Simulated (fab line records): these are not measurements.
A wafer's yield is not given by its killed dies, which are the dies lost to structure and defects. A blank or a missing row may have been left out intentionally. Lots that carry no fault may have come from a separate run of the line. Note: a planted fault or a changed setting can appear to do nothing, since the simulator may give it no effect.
Problem report in the 8D (eight disciplines) form, filled by code / flow n5-finfet / the parts of the form that need people (team, actions taken, sign-off) are left out

## 1. THE ISSUE
susceptor-temp-C at N5_MOL_CONTACT_COAG_PECVD_31 reads a mean of 396.44 C on 6 wafers of 2 lots; wafers without a fault read 400.01 C with a standard deviation of 0.21. Measured from the usual mean, that is -17 standard deviations.
The step: deposits SiO2 from TEOS/O2, target thk 46 nm, time 8.9 s.
First seen on wafer L589.1, day 9 05:29, on pecvd-04. Wafers with a number at this step in the record: 11, from 4 lots. Rule for "out", or "out of limits": more than 4 standard deviations from the usual mean. The other wafers with a number count as sound.

## 2. WHAT IT IS AND WHAT IT IS NOT
question=which readings at this step | is=susceptor-temp-C | is not=-
question=which lots | is=L589, L590 | is not=L579, L594
question=which wafers of those lots | is=all that have a number | is not=-
question=read on which tools | is=pecvd-04 | is not=pecvd-01
question=when | is=from day 9 05:29 | is not=up to then (3 sound wafers); but 2 sound wafers of L594 came after

## 3. WHAT RULES OUT EACH SUSPECT
Counting: a tool at any process step up to the reading remains a suspect when it ran all the lots that are out and ran no sound lot after the first of those.
- pecvd-04 at N5_MOL_CONTACT_COAG_PECVD_31 (deposits SiO2 from TEOS/O2, target thk 46 nm, time 8.9 s): kept. All lots that are out passed through it, beginning with L589 at day 9 05:29, and no sound lot followed; its final sound lot before that point was L579 at day 6 09:20. Its own readings are out on those wafers: susceptor-temp-C.
Remaining after the count: pecvd-04 at N5_MOL_CONTACT_COAG_PECVD_31.

## 4. THE CAUSE (what the simulator had put in)
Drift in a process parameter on pecvd-04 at N5_MOL_CONTACT_COAG_PECVD_31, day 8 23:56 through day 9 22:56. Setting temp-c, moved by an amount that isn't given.
The count eliminated every tool but this one.

## 5. THE EFFECT CHAIN, in route order
One row per reading whose mean, taken over the struck wafers that have a number, lies over 3 standard deviations from the usual. Only readings whose record carries a usual standard deviation are examined. hours: median over the lots of the time between each lot's start at the first step of this table that gives one and its start at this step. sigmas: the change, counted in usual standard deviations.
hours=0; step=N5_MOL_CONTACT_COAG_PECVD_31; reading=susceptor-temp-C; usual=400.01 C; on struck wafers=396.44; change=-3.56; sigmas=-17
Its process steps:
- N5_MOL_CONTACT_COAG_PECVD_31: deposits SiO2 from TEOS/O2, target thk 46 nm, time 8.9 s.
Later steps that measure or inspect, where all struck wafers having a row at the step show a number for every such reading and not one has moved that far: N5_BEOL_M4_RC_MEAS_101.

## 6. WHAT WOULD HAVE CAUGHT IT SOONER
6 hours passed between the start of the fault at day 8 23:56 and the first reading out of limits in this record, taken at day 9 05:29.
